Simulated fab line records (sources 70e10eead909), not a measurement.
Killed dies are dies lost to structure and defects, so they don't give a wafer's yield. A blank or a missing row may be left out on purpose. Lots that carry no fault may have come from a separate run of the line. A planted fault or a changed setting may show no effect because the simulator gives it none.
fab line records | flow nandHarc
[record] lots = 5 wafers = 15 lastDay = 32
route steps=1302 shown A_M1@1172
lots with no fault: from the same line, run without faults
startH: hours from the record's opening day to when the first of the lot's shown wafers began | waitH: hours from the lot's prior step to this one | " repeats the value in the row above | L1.1+2: one row covering several wafers at once | - no value, or no start was given | * or withheld: withheld | < > ~ a bound
route shown NAME@n: names a module that has steps shown in the file, with the first one's number in the route | usual: mean/standard deviation taken from wafers without a fault | same: alike in all rows | chamber/n: place in a boat | sites: each site's reading | _std_site: their standard deviation | _edge_site: the outer-site mean with the inner-site mean subtracted | radiusMm: for every site, how far away it sits from the centre of the wafer | mask NAME#n: copy n | behind: tool/chamber where the wafer was last shaped | hold: reason for holding the lot/hours on hold/outcome of the hold | device: the transistor (n, p or np) that didn't switch | end of line: the same wafers' tests at the end of the route | step lacking rows: just its recipe | killed: not the wafer's yield, but the dies lost to structure and defects at the first sort | map: per-die view of a wafer (x killed, . not killed, _ where there is no die)
set.NAME: the run value of the setting; set.NAME@STEP: its run value at that earlier step | model.NAME: the simulator's own value behind a step, which no gauge read
lots seen at some steps along the route; tables by step, rows by wafer
services: a tool's chamber out of use, with start hour (startH, from the record's first day; less than 0 if before it), hours out, and reason
[[steps]]
[step NHARC_A_M1_COAT_34]
[recipe] tempC = 200 timeS = 65
[step NHARC_A_M1_COAT_03]
[recipe] spinRpm = 1500 resistThkNm = 90
[step NHARC_A_M1_SOFTBAKE_04]
[recipe] tempC = 105 timeS = 55
[step NHARC_A_M1_EBR_05]
[step NHARC_A_M1_EXPOSE_06]
[recipe] na = 1.35 targetCdNm = 120 doseMj = 75.13 maskId = A_M1
[step NHARC_A_M1_PEB_07]
[recipe] pebTempC = 100 pebTimeS = 65
[step NHARC_A_M1_DEVELOP_08]
[recipe] developTimeS = 35 devTempC = 23
[step NHARC_A_M1_CD_MEAS_09]
[recipe] targetCdNm = 120 landingEnergyEv = 500
[usual] cdNm = 119.8/0.43
// columns lot.wafer tool chamber startH waitH cdNm
L723.1 cdSem-01 0 553.94 - 118.7
L723.3 " 0 " " 119.2
L723.5 " 0 " " 119.3
L729.4 cdSem-02 0 595.33 - 119.5
L729.5 " 0 " " 119.6
L729.6 " 0 " " 119.7
L733.2 cdSem-03 0 639.17 - 119.5
L733.3 " 0 " " 119.9
L733.6 " 0 " " 119.9
L740.1 cdSem-03 0 705.21 - 119.8
L740.5 " 0 " " 120.0
L740.6 " 0 " " 119.6
L743.1 cdSem-02 0 736.81 - 119.8
L743.2 " 0 " " 119.5
L743.3 " 0 " " 120.5
[step NHARC_A_M1_OVL_MEAS_10]
[recipe] pitchNm = 240
[usual] overlayXNm = 0.1/0.83 overlayYNm = 0.0/0.86
// columns lot.wafer tool chamber startH waitH overlayXNm overlayYNm
L723.1 overlay-02 - 554.03 - 1.0 0.6
L723.3 " - " " 0.5 0.4
L723.5 " - " " 0.4 0.3
L729.4 overlay-02 - 595.41 - -0.7 -0.1
L729.5 " - " " -0.8 -1.0
L729.6 " - " " -0.7 -1.1
L733.2 overlay-02 - 639.26 - 0.1 -1.3
L733.3 " - " " -0.3 -1.2
L733.6 " - " " 0.1 -1.3
L740.1 overlay-01 - 705.30 - 1.5 1.1
L740.5 " - " " 0.9 1.7
L740.6 " - " " 1.3 2.0
L743.1 overlay-02 - 736.90 - 0.7 0.5
L743.2 " - " " 0.8 0.9
L743.3 " - " " 1.3 0.9
[step NHARC_A_M1_INSPECT_11]
[usual] rawDefectCount = 92/37
// columns lot.wafer tool chamber startH waitH rawDefectCount
L723.1 defectInspect-01 - 554.07 0.0 24
L723.3 " - " " 19
L723.5 " - " " 19
L729.4 defectInspect-02 - 595.44 0.0 133
L729.5 " - " " 117
L729.6 " - " " 108
L733.2 defectInspect-02 - 639.31 0.1 74
L733.3 " - " " 76
L733.6 " - " " 60
L740.1 defectInspect-02 - 705.34 0.0 125
L740.5 " - " " 128
L740.6 " - " " 131
L743.1 defectInspect-01 - 736.93 0.0 30
L743.2 " - " " 41
L743.3 " - " " 35
[step NHARC_A_M1_DESCUM_14]
[recipe] timeS = 3 o2FlowSccm = 200 arFlowSccm = 0 biasPowerW = 0 chemistry = O2
[usual] drypumpMotorCurrentA = 5.7/0.46 oesProductAu = 1.000/0.0066 rfVppV = 57.7/0.82 showerheadPlenumPTorr = 1.93/0.084 throttleValvePct = 11.312/0.0085
// columns lot.wafer tool chamber startH waitH drypumpMotorCurrentA oesProductAu rfHoursCounterH rfVppV showerheadPlenumPTorr throttleValvePct
L723.3 rieDiel-12 3 554.14 0.1 5.7 1.007 7.6 56.5 1.80 11.325
L723.1 " 0 " " 5.9 1.005 6.7 55.8 1.78 11.318
L723.5 " 2 " " 5.7 0.992 - 56.1 1.91 11.308
L729.5 rieDiel-07 2 595.54 0.1 5.8 1.008 - 57.1 1.86 11.320
L729.6 " 3 " " 5.8 0.998 - 56.3 1.88 11.303
L729.4 " 0 " " 4.8 1.005 - 58.7 2.02 11.304
L733.2 rieDiel-12 0 639.39 0.1 5.9 1.020 1.0 57.5 1.78 11.317
L733.3 " 1 " " 5.5 1.009 1.0 58.8 2.05 11.295
L733.6 " 2 " " 5.8 0.998 - 58.8 1.91 11.315
L740.1 rieDiel-07 0 705.43 0.1 4.8 1.005 1.5 58.9 2.02 11.303
L740.6 " 1 " " 6.2 1.003 - 59.7 2.05 11.311
L740.5 " 2 " " 5.8 0.999 - 56.6 1.86 11.311
L743.1 rieDiel-08 3 737.00 0.1 5.3 0.999 0.0 56.9 1.90 11.302
L743.2 " 1 " " 6.4 1.004 0.0 56.5 1.87 11.318
L743.3 " 2 " " 6.1 0.998 0.0 57.8 1.97 11.321
[step NHARC_A_M1_ETCH_35]
[recipe] targetDepthA = 400 overetchA = 120 timeS = 43.94 ionEnergyEv = 200 n2FlowSccm = 150 h2FlowSccm = 150 arFlowSccm = 0 rfW = 400 biasW = 150 chemistry = N2/H2
[usual] drypumpMotorCurrentA = 5.6/0.49 oesProductAu = 0.999/0.0072 rfVppV = 431.2/2.7 showerheadPlenumPTorr = 2.06/0.093 throttleValvePct = 14.171/0.0097
// columns lot.wafer tool chamber startH waitH drypumpMotorCurrentA oesProductAu rfHoursCounterH rfVppV showerheadPlenumPTorr throttleValvePct
L723.3 rieDiel-12 0 554.22 0.1 5.9 1.003 6.7 425.2 1.90 14.183
L723.1 " 2 " " 5.8 0.994 6.2 429.7 2.04 14.164
L723.5 " 0 " " 5.9 1.008 - 428.8 1.90 14.171
L729.6 rieDiel-07 0 595.63 0.1 4.7 1.012 - 434.1 2.15 14.173
L729.5 " 2 " " 5.8 1.008 - 430.1 1.99 14.170
L729.4 " 3 " " 5.8 0.996 - 429.8 2.00 14.173
L733.3 rieDiel-12 2 639.47 0.1 5.8 0.995 0.6 430.8 2.04 14.162
L733.2 " 3 " " 5.7 0.994 0.6 426.4 1.91 14.167
L733.6 " 1 " " 5.5 0.984 - 435.6 2.19 14.165
L740.1 rieDiel-07 1 705.50 0.1 6.2 0.999 1.0 433.6 2.19 14.182
L740.6 " 3 " " 5.8 0.993 - 430.5 2.00 14.179
L740.5 " 0 " " 4.8 0.988 - 433.3 2.15 14.175
L743.2 rieDiel-08 3 737.09 0.1 5.3 0.997 0.0 430.2 2.02 14.165
L743.3 " 0 " " 5.2 0.999 0.0 431.9 2.08 14.171
L743.1 " 1 " " 6.5 1.010 0.0 428.9 1.99 14.173
[step NHARC_A_M1_ETCH_15]
[recipe] targetDepthA = 1825 timeS = 91.2 c4f8FlowSccm = withheld arFlowSccm = 400 rfW = 600 biasW = 300 chemistry = C4F8/Ar
[usual] oesProductAu = 0.955/0.02 rfVppV = 441.4/2.8
// columns lot.wafer tool chamber startH waitH oesProductAu rfHoursCounterH rfVppV
L723.3 rieDiel-12 0 554.31 - 0.927 6.7 437.7
L723.1 " 2 " " 0.914 6.2 439.9
L723.5 " 0 " " 0.925 - 436.5
L729.6 rieDiel-07 0 595.74 - 0.850 - 442.7
L729.5 " 2 " " 0.924 - 438.8
L729.4 " 3 " " 0.922 - 439.5
L733.3 rieDiel-12 1 639.55 - 0.963 1.0 444.5
L733.2 " 3 " " 0.952 0.6 437.1
L733.6 " 1 " " 0.971 - 445.3
L740.1 rieDiel-07 2 705.57 - 0.954 1.5 439.9
L740.6 " 2 " " 0.966 - 438.8
L740.5 " 3 " " 0.961 - 439.3
L743.3 rieDiel-08 1 737.17 - 0.979 0.0 440.1
L743.1 " 2 " " 0.988 0.1 441.1
L743.2 " 0 " " 0.957 0.0 441.6
[step NHARC_A_M1_CD_MEAS_16]
[usual] cdNm = 119.7/0.55
// columns lot.wafer tool chamber startH waitH cdNm
L723.1 cdSem-01 - 554.43 - 119.0
L723.3 " - " " 119.6
L723.5 " - " " 119.1
L729.4 cdSem-01 - 595.86 - 118.6
L729.5 " - " " 118.3
L729.6 " - " " 119.1
L733.2 cdSem-02 - 639.68 - 120.0
L733.3 " - " " 119.7
L733.6 " - " " 119.9
L740.1 cdSem-01 - 705.70 - 119.6
L740.5 " - " " 119.7
L740.6 " - " " 118.8
L743.1 cdSem-02 - 737.30 - 120.3
L743.2 " - " " 119.4
L743.3 " - " " 120.2
[[services]]
// columns tool chamber startH hours kind
rieDiel-08 - 544.80 9.0 pm
rieDiel-07 3 546.66 8.5 repair
rieDiel-12 0 553.07 - clean
rieDiel-12 1 553.07 - clean
rieDiel-12 2 553.07 - clean
rieDiel-12 3 553.07 - clean
rieDiel-07 0 553.76 - clean
rieDiel-07 1 553.76 - clean
rieDiel-07 2 553.76 - clean
rieDiel-08 1 560.81 10.7 repair
rieDiel-12 3 563.17 4.8 repair
rieDiel-08 1 586.15 5.6 repair
rieDiel-07 1 593.62 5.2 repair
rieDiel-08 3 595.29 8.0 repair
rieDiel-08 - 600.66 0.7 repair
rieDiel-12 1 609.82 7.2 repair
rieDiel-07 2 611.95 9.3 repair
rieDiel-12 - 622.40 9.0 pm
rieDiel-12 3 641.17 2.4 repair
rieDiel-07 - 648.20 9.0 pm
rieDiel-07 1 667.54 6.8 repair
rieDiel-12 3 708.15 3.6 repair
rieDiel-12 2 713.51 4.9 repair
rieDiel-08 - 721.80 9.0 pm
[[key]]
[firstSign] step = NHARC_A_M1_ETCH_15 reading = oesProductAu direction = down sigmas = 5.3 usual = 0.955 struck = 0.850
effect none on later readings
metAt NHARC_A_M1_ETCH_15
struckWafers L729.6
laterRowsLeftOut L729.6
sortLeftOut L729.6
[fault] kind = processParameterDrift tool = rieDiel-07 chamber = 0 onsetH = 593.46 steps = NHARC_A_M1_ETCH_15 channel = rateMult offset = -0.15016 shape = step endH = 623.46
// sortLeftOut: the simulated sort isn't trusted on such a fault, so these wafers' sort isn't shown, and their yield isn't known
// laterRowsLeftOut: the simulator's readings of these wafers behind a module that went badly wrong aren't trusted and aren't shown, but for the sort
